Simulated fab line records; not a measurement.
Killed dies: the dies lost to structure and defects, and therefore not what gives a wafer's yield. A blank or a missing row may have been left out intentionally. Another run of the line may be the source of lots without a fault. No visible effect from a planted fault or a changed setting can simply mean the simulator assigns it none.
The same fault as seen by 2 desks | flow nand harc | numbers are kept per desk, each desk with only its own; the story behind them comes last

## AT THE METROLOGY DESK
What the gauges read, lot by lot, whatever tool the lot ran on: means of the sampled wafers that have a number. A lot is out of limits, marked OUT, if its mean lies more than 4 standard deviations from the usual mean; the brackets give that distance.
Columns: A = cd nm at NHARC_THIN_TSV_CD_MEAS_12, usual 1000.7 nm; B = cd nm at NHARC_THIN_TSV_CD_MEAS_16, usual 1001.0 nm
lot  | first seen here | A      | B
L556 | day 19 05:11    | 999.3  | 999.8
L562 | day 20 16:55    | 1000.1 | 1003.9
L563 | day 20 21:25    | 1002.4 | 1005.6
L564 | day 20 22:37    | 1000.4 | 1001.6
L567 | day 21 10:46    | 998.1  | 1000.8
L574 | day 23 08:20    | 1000.7 | 1000.6
L577 | day 24 04:35    | 1001.5 | 1001.8
This desk's finding: nothing out of limits on any of the 7 lots.

## DESK OF THE TOOL OWNER: rie diel-08
The tool's own readings at NHARC_THIN_TSV_ETCH_44 (etches the open film in CF4/O2, target depth 1594.2 nm, time 797.1 s): means of the sampled wafers that have a number, for each lot that ran on this tool. A lot is out of limits, marked OUT, if its mean lies more than 4 standard deviations from the usual mean; the brackets give that distance.
Columns: A = drypump motor current A at NHARC_THIN_TSV_ETCH_44, usual 5.6 A; B = oes product au at NHARC_THIN_TSV_ETCH_44, usual 1.002 a.u.; C = rf fwd power W at NHARC_THIN_TSV_ETCH_44, usual 299.7 W; D = rf vpp V at NHARC_THIN_TSV_ETCH_44, usual 797 V; E = showerhead plenum p Torr at NHARC_THIN_TSV_ETCH_44, usual 1.87 Torr; F = throttle valve pct at NHARC_THIN_TSV_ETCH_44, usual 16.914 %
lot  | first seen here | A   | B               | C               | D   | E    | F
L562 | day 20 17:14    | 6.2 | 0.831 (-17) OUT | 220.1 (-80) OUT | 794 | 1.82 | 16.922
L563 | day 20 21:40    | 5.9 | 0.834 (-17) OUT | 219.7 (-80) OUT | 795 | 1.82 | 16.913
L567 | day 21 11:01    | 6.2 | 0.841 (-16) OUT | 220.5 (-79) OUT | 793 | 1.82 | 16.919
L577 | day 24 05:00    | 5.9 | 0.998           | 300.0           | 795 | 1.85 | 16.914
This desk finds L562, L563, L567 out of limits, L562 being first, at day 20 17:14 (oes product au at NHARC_THIN_TSV_ETCH_44). In limits: L577.

## ALL TOGETHER
On L562, L563, L567, at day 20 17:14, an alarm was possible from the tool owner's desk.
At the metrology desk, nothing out of limits was observed.
The metrology desk holds a record of L562, L563, L567, inside its limits.
NHARC_THIN_TSV_ETCH_44 was run on rie diel-08 by each of the lots named.

## WHAT THE SIMULATOR PUT IN
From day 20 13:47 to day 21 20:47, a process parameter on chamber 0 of rie diel-08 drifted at NHARC_THIN_TSV_ETCH_44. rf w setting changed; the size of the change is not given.
Struck lots among those shown: L562, L563, L567.
Time in hours from fault onset to the first out-of-limits reading at each desk: the tool owner's desk, 3.
